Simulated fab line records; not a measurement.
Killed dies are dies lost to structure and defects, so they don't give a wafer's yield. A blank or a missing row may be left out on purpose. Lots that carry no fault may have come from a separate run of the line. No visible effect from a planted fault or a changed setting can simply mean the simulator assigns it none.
Matching of chambers :: flow n5 finfet :: pecvd-04 running N5_BEOL_M6_ILD_DEP_00: 3 sister chambers
The step deposits SiCOH lowk from DEMS/porogen, target thk 179.75 nm, time 33.4 s. 3 wafers are shown with their chamber, then 7 later ones without.

WAFERS WITH THEIR CHAMBER
wafer: L143.4
chamber: 1
heater power w (W): 408

wafer: L143.6
chamber: 2
heater power w (W): 456

wafer: L148.4
chamber: 0
heater power w (W): 294

WAFERS WHOSE CHAMBER IS MISSING
wafer: L148.5
heater power w (W): 465

wafer: L149.1
heater power w (W): 481

wafer: L149.2
heater power w (W): 335

wafer: L149.3
heater power w (W): 409

wafer: L156.2
heater power w (W): 407

wafer: L156.5
heater power w (W): 318

wafer: L156.6
heater power w (W): 448

EACH ONE'S CHAMBER
wafer: L148.5
from the rows above: 2
in truth: 2

wafer: L149.1
from the rows above: 2
in truth: 2

wafer: L149.2
from the rows above: can't be placed: 0 or 1
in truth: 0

wafer: L149.3
from the rows above: 1
in truth: 1

wafer: L156.2
from the rows above: 1
in truth: 1

wafer: L156.5
from the rows above: 0
in truth: 0

wafer: L156.6
from the rows above: can't be placed: 2 or 1
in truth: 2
Correct placement for 5 of the 7. Can't be placed from these rows: 2 (the true chamber is among the candidates in 2). 0 placed wrongly.
How it was worked out, from the rows above alone: a wafer's distance from a chamber is the root of the sum, over the readings, of the square of ((its reading less the chamber's mean) divided by the reading's scatter). The wafer belongs to the nearest chamber; if the next one is less than 2 further off, it can't be placed. For every chamber, the mean is computed from those of its wafers that are shown. The scatter: with one shown wafer a chamber, the root of the mean of the squares of how far each hidden wafer lies from its nearest shown one.
